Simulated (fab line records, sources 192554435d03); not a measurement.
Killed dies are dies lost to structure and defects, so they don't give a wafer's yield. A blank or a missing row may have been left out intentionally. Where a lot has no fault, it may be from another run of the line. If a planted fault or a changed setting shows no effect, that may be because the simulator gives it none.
Which tool is to blame? | flow n5-finfet | Sampling: 24 lots, 72 wafers, 6 of 1938 route steps

## WHAT THE GAUGES SHOWED, per wafer
N5_BEOL_M14_INSPECT_30: inspects for defects (macro). Usual: raw-defect-count reads 2.0 (standard deviation 1.4).
lot  | measured     | on                | raw-defect-count | flag
L074 | day 10 13:38 | defect-inspect-02 | 4 4 0            |
L076 | day 10 19:59 | defect-inspect-01 | 1 0 3            |
L075 | day 10 21:00 | defect-inspect-02 | 3 2 1            |
L077 | day 11 14:11 | defect-inspect-01 | 2 5 1            |
L080 | day 11 18:51 | defect-inspect-02 | 4 4 1            |
L079 | day 11 21:50 | defect-inspect-02 | 4 1 1            |
L078 | day 12 02:22 | defect-inspect-02 | 3 1 1            |
L081 | day 12 09:38 | defect-inspect-01 | 2 1 3            |
L083 | day 12 15:44 | defect-inspect-02 | 2 2 1            |
L082 | day 12 17:33 | defect-inspect-01 | 3 4 0            |
L084 | day 12 18:54 | defect-inspect-01 | 2 0 1            |
L085 | day 13 06:29 | defect-inspect-01 | 0 0 5            |
L086 | day 13 13:17 | defect-inspect-02 | 3 2 1            |
L087 | day 13 16:02 | defect-inspect-02 | 0 1 1            |
L088 | day 14 03:08 | defect-inspect-01 | 3 2 3            |
L090 | day 14 03:31 | defect-inspect-02 | 2 1 3            |
L091 | day 14 13:35 | defect-inspect-02 | 1 2 4            |
L089 | day 14 15:29 | defect-inspect-02 | 0 1 7            |
L092 | day 14 16:16 | defect-inspect-01 | 3 3 1            |
L093 | day 14 22:05 | defect-inspect-01 | 2 3 4            |
L094 | day 15 00:40 | defect-inspect-01 | 0 1 0            |
L095 | day 16 02:07 | defect-inspect-01 | 3 3 5            |
L096 | day 16 02:17 | defect-inspect-02 | 3 1 0            |
L097 | day 16 16:33 | defect-inspect-01 | 3 3 3            |

N5_BEOL_M15_INSPECT_55: inspects for defects (darkfield). Usual: raw-defect-count reads 64 (standard deviation 22).
lot  | measured     | on                | raw-defect-count | flag
L074 | day 10 21:22 | defect-inspect-01 | 76 82 54         |
L076 | day 11 03:50 | defect-inspect-01 | 59 79 78         |
L075 | day 11 06:28 | defect-inspect-02 | 100 105 60       |
L077 | day 12 00:32 | defect-inspect-02 | 43 39 45         |
L080 | day 12 02:40 | defect-inspect-01 | 62 50 34         |
L079 | day 12 08:19 | defect-inspect-01 | 88 51 39         |
L078 | day 12 10:28 | defect-inspect-01 | 85 46 84         |
L081 | day 12 17:57 | defect-inspect-02 | 65 57 102        |
L083 | day 12 23:47 | defect-inspect-01 | 118 86 76        |
L082 | day 13 01:31 | defect-inspect-02 | 36 55 64         |
L084 | day 13 02:28 | defect-inspect-01 | 48 26 84         |
L085 | day 13 16:11 | defect-inspect-01 | 98 43 82         |
L086 | day 13 22:34 | defect-inspect-01 | 41 70 50         |
L087 | day 14 01:33 | defect-inspect-01 | 80 66 50         |
L088 | day 14 14:46 | defect-inspect-01 | 46 42 29         |
L090 | day 14 17:24 | defect-inspect-01 | 25 26 26         |
L091 | day 14 23:22 | defect-inspect-01 | 45 67 86         |
L089 | day 14 23:56 | defect-inspect-02 | 54 41 53         |
L092 | day 15 01:23 | defect-inspect-02 | 93 119 86        |
L093 | day 15 06:22 | defect-inspect-02 | 53 63 82         |
L094 | day 15 11:20 | defect-inspect-01 | 51 88 48         |
L095 | day 16 12:51 | defect-inspect-02 | 43 47 50         |
L096 | day 16 13:43 | defect-inspect-02 | 83 66 68         |
L097 | day 17 02:52 | defect-inspect-02 | 76 46 61         |

N5_MIM_TOP_LITHO_INSPECT_12: inspects for defects (macro). Usual: raw-defect-count reads 2.2 (standard deviation 1.5).
lot  | measured     | on                | raw-defect-count | flag
L074 | day 11 01:37 | defect-inspect-01 | 5 3 1            |
L076 | day 11 06:37 | defect-inspect-02 | 2 1 4            |
L075 | day 11 10:52 | defect-inspect-02 | 0 1 2            |
L077 | day 12 04:19 | defect-inspect-02 | 0 0 1            |
L080 | day 12 06:44 | defect-inspect-02 | 1 1 2            |
L079 | day 12 10:51 | defect-inspect-02 | 0 5 6            |
L078 | day 12 13:06 | defect-inspect-02 | 2 2 4            |
L081 | day 12 22:39 | defect-inspect-02 | 3 2 0            |
L083 | day 13 03:34 | defect-inspect-02 | 2 3 1            |
L082 | day 13 05:27 | defect-inspect-02 | 3 0 0            |
L084 | day 13 06:10 | defect-inspect-01 | 1 3 1            |
L085 | day 13 19:32 | defect-inspect-02 | 0 3 2            |
L086 | day 14 02:50 | defect-inspect-01 | 3 2 1            |
L087 | day 14 04:32 | defect-inspect-01 | 2 1 0            |
L088 | day 14 18:07 | defect-inspect-01 | 1 2 2            |
L090 | day 14 20:32 | defect-inspect-02 | 4 0 0            |
L091 | day 15 03:04 | defect-inspect-02 | 5 0 4            |
L089 | day 15 03:35 | defect-inspect-02 | 1 1 4            |
L092 | day 15 05:13 | defect-inspect-02 | 1 3 1            |
L093 | day 15 09:27 | defect-inspect-01 | 2 2 0            |
L094 | day 15 14:45 | defect-inspect-02 | 6 3 0            |
L095 | day 16 15:22 | defect-inspect-01 | 4 2 1            |
L096 | day 16 17:56 | defect-inspect-01 | 1 0 5            |
L097 | day 17 06:47 | defect-inspect-01 | 1 2 3            |

## WHAT TOOL EACH LOT RAN ON (gives the tool, then ch and the chambers of the sampled wafers, and finally the start)
lot  | N5_BEOL_M14_STRIP_63                          | N5_BEOL_M14_STRIP_37               | N5_BEOL_M14_DEGAS_41
L074 | rie-diel-06 ch 0,2, day 10 13:38 or earlier   | rie-diel-02 ch 0,2,3, day 10 15:10 | pvd-sputter-02, day 10 15:42
L076 | rie-diel-04 ch 0,1, day 10 19:59 or earlier   | rie-diel-02 ch 0,1,2, day 10 21:13 | pvd-sputter-01, day 10 21:28
L075 | rie-diel-06 ch 0,2, day 10 21:00 or earlier   | rie-diel-04 ch 0,2,3, day 10 22:22 | pvd-sputter-01, day 10 22:43
L077 | rie-diel-04 ch 0,3, day 11 14:11 or earlier   | rie-diel-04 ch 2,3, day 11 17:40   | pvd-sputter-03, day 11 18:23
L080 | rie-diel-02 ch 0,1,2, day 11 18:51 or earlier | rie-diel-02 ch 0,2,3, day 11 19:36 | pvd-sputter-03, day 11 20:30
L079 | rie-diel-04 ch 0,3, day 11 21:50 or earlier   | rie-diel-06 ch 0,3, day 12 01:04   | pvd-sputter-01, day 12 01:32
L078 | rie-diel-06 ch 0,1,3, day 12 02:22 or earlier | rie-diel-02 ch 0,1,3, day 12 03:07 | pvd-sputter-01, day 12 03:49
L081 | rie-diel-06 ch 0,1,2, day 12 09:38 or earlier | rie-diel-02 ch 0,1,3, day 12 11:08 | pvd-sputter-01, day 12 11:23
L083 | rie-diel-06 ch 0,1,3, day 12 15:44 or earlier | rie-diel-02 ch 0,1,2, day 12 16:25 | pvd-sputter-02, day 12 16:42
L082 | rie-diel-06 ch 1,3, day 12 17:33 or earlier   | rie-diel-04 ch 0,1, day 12 18:42   | pvd-sputter-02, day 12 19:32
L084 | rie-diel-04 ch 0,3, day 12 18:54 or earlier   | rie-diel-04 ch 0,1,3, day 12 19:47 | pvd-sputter-02, day 12 20:12
L085 | rie-diel-02 ch 2,3, day 13 06:29 or earlier   | rie-diel-02 ch 0,1,3, day 13 07:37 | pvd-sputter-01, day 13 07:53
L086 | rie-diel-06 ch 0,1,3, day 13 13:17 or earlier | rie-diel-06 ch 0,1,3, day 13 14:54 | pvd-sputter-03, day 13 15:39
L087 | rie-diel-06 ch 0,1,3, day 13 16:02 or earlier | rie-diel-06 ch 1,2, day 13 18:01   | pvd-sputter-03, day 13 18:26
L088 | rie-diel-06 ch 0,1,3, day 14 03:08 or earlier | rie-diel-02 ch 0,2, day 14 08:23   | pvd-sputter-01, day 14 08:51
L090 | rie-diel-06 ch 0,2,3, day 14 03:31 or earlier | rie-diel-02 ch 0,2,3, day 14 10:03 | pvd-sputter-03, day 14 10:46
L091 | rie-diel-02 ch 0,2,3, day 14 13:35 or earlier | rie-diel-04 ch 0,1,2, day 14 16:07 | pvd-sputter-01, day 14 16:27
L089 | rie-diel-06 ch 1,2,3, day 14 15:29 or earlier | rie-diel-06 ch 1,2,3, day 14 17:04 | pvd-sputter-02, day 14 17:46
L092 | rie-diel-02 ch 0,3, day 14 16:16 or earlier   | rie-diel-02 ch 1,3, day 14 18:31   | pvd-sputter-03, day 14 19:19
L093 | rie-diel-02 ch 1,3, day 14 22:05 or earlier   | rie-diel-02 ch 0,1, day 14 22:49   | pvd-sputter-02, day 14 23:30
L094 | rie-diel-02 ch 0,3, day 15 00:40 or earlier   | rie-diel-04 ch 0,1,3, day 15 02:11 | pvd-sputter-03, day 15 02:44
L095 | rie-diel-04 ch 1,2,3, day 16 02:07 or earlier | rie-diel-02 ch 0,2,3, day 16 04:58 | pvd-sputter-02, day 16 05:27
L096 | rie-diel-06 ch 0,2,3, day 16 02:17 or earlier | rie-diel-04 ch 0,3, day 16 05:00   | pvd-sputter-03, day 16 05:29
L097 | rie-diel-06 ch 0,2, day 16 16:33 or earlier   | rie-diel-06 ch 1,2, day 16 18:21   | pvd-sputter-02, day 16 18:52
- N5_BEOL_M14_STRIP_63: strips in O2.
- N5_BEOL_M14_STRIP_37: strips in O2.
- N5_BEOL_M14_DEGAS_41: time 60 s.

## WHAT THE TOOLS THEMSELVES READ (means of the sampled wafers that have a number; where no wafer has one, the mark that the record gives instead)
N5_BEOL_M14_STRIP_63. Usual: drypump-motor-current-A 5.8 A, standard deviation 0.34; o2-flow-sccm 224.9 sccm, standard deviation 0.7; oes-product-au 0.85 a.u., standard deviation 0.099; rf-vpp-V 3.8 V, standard deviation 0.82; showerhead-plenum-p-Torr 2.10 Torr, standard deviation 0.068; throttle-valve-pct 16.70 %, standard deviation 0.21.
lot  | tool        | drypump-motor-current-A (A) | o2-flow-sccm (sccm) | oes-product-au (a.u.) | rf-vpp-V (V) | showerhead-plenum-p-Torr (Torr) | throttle-valve-pct (%) | flag
L074 | rie-diel-06 | 5.5                         | 225.4               | 0.79                  | 4.4          | 2.03                            | 16.75                  |
L076 | rie-diel-04 | 5.9                         | 224.9               | 0.80                  | 3.3          | 2.06                            | 16.72                  |
L075 | rie-diel-06 | 5.5                         | 225.5               | 0.80                  | 3.1          | 2.03                            | 16.76                  |
L077 | rie-diel-04 | 5.9                         | 224.3               | 0.71                  | 3.5          | 2.05                            | 16.92                  |
L080 | rie-diel-02 | 5.3                         | 225.0               | 0.75                  | 3.7          | 2.12                            | 16.90                  |
L079 | rie-diel-04 | 5.8                         | 225.2               | 0.72                  | 4.4          | 2.05                            | 16.93                  |
L078 | rie-diel-06 | 6.0                         | 224.8               | 0.95                  | 3.7          | 2.10                            | 16.57                  |
L081 | rie-diel-06 | 5.8                         | 225.6               | 0.87                  | 3.9          | 2.08                            | 16.62                  |
L083 | rie-diel-06 | 6.0                         | 225.3               | 0.93                  | 3.0          | 2.10                            | 16.58                  |
L082 | rie-diel-06 | 6.0                         | 224.9               | 0.92                  | 4.9          | 2.07                            | 16.74                  |
L084 | rie-diel-04 | 5.8                         | 224.3               | 0.72                  | 3.9          | 2.05                            | 16.93                  |
L085 | rie-diel-02 | 5.5                         | 223.9               | 0.76                  | 4.2          | 2.17                            | 16.83                  |
L086 | rie-diel-06 | 6.0                         | 224.7               | 0.92                  | 3.7          | 2.10                            | 16.60                  |
L087 | rie-diel-06 | 6.0                         | 224.9               | 0.89                  | 4.2          | 2.10                            | 16.60                  |
L088 | rie-diel-06 | 6.0                         | 224.7               | 0.89                  | 3.4          | 2.09                            | 16.60                  |
L090 | rie-diel-06 | 5.7                         | 224.1               | 0.92                  | 3.5          | 2.13                            | 16.61                  |
L091 | rie-diel-02 | 5.4                         | 224.8               | 0.77                  | 3.9          | 2.13                            | 16.81                  |
L089 | rie-diel-06 | 5.8                         | 225.4               | 0.90                  | 3.2          | 2.14                            | 16.67                  |
L092 | rie-diel-02 | 5.5                         | 224.2               | 0.80                  | 3.7          | 2.13                            | 16.80                  |
L093 | rie-diel-02 | 5.6                         | 224.4               | 0.91                  | 4.0          | 2.19                            | 16.73                  |
L094 | rie-diel-02 | 5.4                         | 224.6               | 0.80                  | 3.6          | 2.13                            | 16.79                  |
L095 | rie-diel-04 | 5.8                         | 223.9               | 0.83                  | 4.3          | 2.04                            | 16.70                  |
L096 | rie-diel-06 | 5.7                         | 225.2               | 0.87                  | 4.8          | 2.12                            | 16.63                  |
L097 | rie-diel-06 | 5.8                         | 224.8               | 0.87                  | 4.0          | 2.14                            | 16.50                  |

N5_BEOL_M14_STRIP_37. Usual: drypump-motor-current-A 5.6 A, standard deviation 0.36; o2-flow-sccm 225.0 sccm, standard deviation 0.67; oes-product-au 0.81 a.u., standard deviation 0.095; rf-vpp-V 3.6 V, standard deviation 1; showerhead-plenum-p-Torr 2.11 Torr, standard deviation 0.073; throttle-valve-pct 16.77 %, standard deviation 0.17.
lot  | tool        | drypump-motor-current-A (A) | o2-flow-sccm (sccm) | oes-product-au (a.u.) | rf-vpp-V (V) | showerhead-plenum-p-Torr (Torr) | throttle-valve-pct (%) | flag
L074 | rie-diel-02 | 5.3                         | 225.0               | 0.79                  | 3.6          | 2.14                            | 16.76                  |
L076 | rie-diel-02 | 5.3                         | 225.2               | 0.76                  | 3.6          | 2.12                            | 16.89                  |
L075 | rie-diel-04 | 6.0                         | 224.5               | 0.74                  | 3.4          | 2.03                            | 16.82                  |
L077 | rie-diel-04 | 5.9                         | 225.5               | 0.70                  | 4.9          | 2.04                            | 16.90                  |
L080 | rie-diel-02 | 5.4                         | 224.7               | 0.79                  | 3.2          | 2.14                            | 16.77                  |
L079 | rie-diel-06 | 5.9                         | 224.9               | 0.94                  | 3.8          | 2.10                            | 16.53                  |
L078 | rie-diel-02 | 5.6                         | 225.9               | 0.78                  | 3.8          | 2.17                            | 16.85                  |
L081 | rie-diel-02 | 5.5                         | 224.7               | 0.77                  | 4.4          | 2.17                            | 16.88                  |
L083 | rie-diel-02 | 5.3                         | 224.7               | 0.74                  | 2.8          | 2.12                            | 16.91                  |
L082 | rie-diel-04 | 5.9                         | 225.1               | 0.78                  | 3.6          | 2.05                            | 16.73                  |
L084 | rie-diel-04 | 5.7                         | 226.0               | 0.75                  | 3.6          | 2.06                            | 16.83                  |
L085 | rie-diel-02 | 5.6                         | 225.4               | 0.77                  | 3.3          | 2.16                            | 16.89                  |
L086 | rie-diel-06 | 6.0                         | 224.0               | 0.90                  | 2.6          | 2.10                            | 16.61                  |
L087 | rie-diel-06 | 5.6                         | 225.1               | 0.94                  | 4.0          | 2.20                            | 16.53                  |
L088 | rie-diel-02 | 5.2                         | 225.1               | 0.77                  | 4.4          | 2.08                            | 16.79                  |
L090 | rie-diel-02 | 5.4                         | 225.0               | 0.77                  | 3.4          | 2.13                            | 16.82                  |
L091 | rie-diel-04 | 6.0                         | 225.0               | 0.74                  | 3.0          | 2.03                            | 16.76                  |
L089 | rie-diel-06 | 5.8                         | 224.9               | 0.90                  | 2.9          | 2.14                            | 16.66                  |
L092 | rie-diel-02 | 5.7                         | 224.4               | 0.86                  | 4.3          | 2.20                            | 16.76                  |
L093 | rie-diel-02 | 5.4                         | 224.5               | 0.88                  | 4.0          | 2.11                            | 16.76                  |
L094 | rie-diel-04 | 5.7                         | 224.6               | 0.85                  | 3.0          | 2.06                            | 16.72                  |
L095 | rie-diel-02 | 5.3                         | 225.1               | 0.84                  | 4.2          | 2.12                            | 16.70                  |
L096 | rie-diel-04 | 5.8                         | 225.6               | 0.88                  | 3.2          | 2.04                            | 16.70                  |
L097 | rie-diel-06 | 5.5                         | 224.3               | 0.89                  | 3.5          | 2.20                            | 16.60                  |

N5_BEOL_M14_DEGAS_41. Usual: heater-power-w 462 W, standard deviation 36; susceptor-temp-C 299.98 C, standard deviation 0.19.
lot  | tool           | heater-power-w (W) | susceptor-temp-C (C) | flag
L074 | pvd-sputter-02 | 448                | 299.95               |
L076 | pvd-sputter-01 | 493                | 299.96               |
L075 | pvd-sputter-01 | 453                | 299.89               |
L077 | pvd-sputter-03 | 502                | 300.24               |
L080 | pvd-sputter-03 | 488                | 299.95               |
L079 | pvd-sputter-01 | 452                | 300.04               |
L078 | pvd-sputter-01 | 452                | 299.90               |
L081 | pvd-sputter-01 | 459                | 300.16               |
L083 | pvd-sputter-02 | 450                | 300.07               |
L082 | pvd-sputter-02 | 455                | 300.08               |
L084 | pvd-sputter-02 | 444                | 299.93               |
L085 | pvd-sputter-01 | 474                | 299.88               |
L086 | pvd-sputter-03 | 496                | 299.85               |
L087 | pvd-sputter-03 | 449                | 299.95               |
L088 | pvd-sputter-01 | 453                | 299.98               |
L090 | pvd-sputter-03 | 486                | 299.97               |
L091 | pvd-sputter-01 | 447                | 300.05               |
L089 | pvd-sputter-02 | 436                | 300.03               |
L092 | pvd-sputter-03 | 480                | 299.79               |
L093 | pvd-sputter-02 | 437                | 299.83               |
L094 | pvd-sputter-03 | 474                | 300.13               |
L095 | pvd-sputter-02 | 453                | 300.07               |
L096 | pvd-sputter-03 | 455                | 299.98               |
L097 | pvd-sputter-02 | 449                | 299.93               |

## THE ANSWER, worked out from the rows above alone
Rule: a lot is off if the mean of its wafers that have a number lies more than 3 standard deviations from the usual mean. A lot without any number at a reading at which 4 lots or more have one is off too. All remaining lots with rows at the step are treated as sound. First the gauges in route order, then the tools' own readings, where a lot's mean is used as printed above. The first step at which some lot is off is used, and at that step the reading that is off furthest; a lot without a number counts as furthest.
Across all readings shown, no lot is off: no conclusion can be drawn from this.

## WHAT THE SIMULATOR HAD INSERTED
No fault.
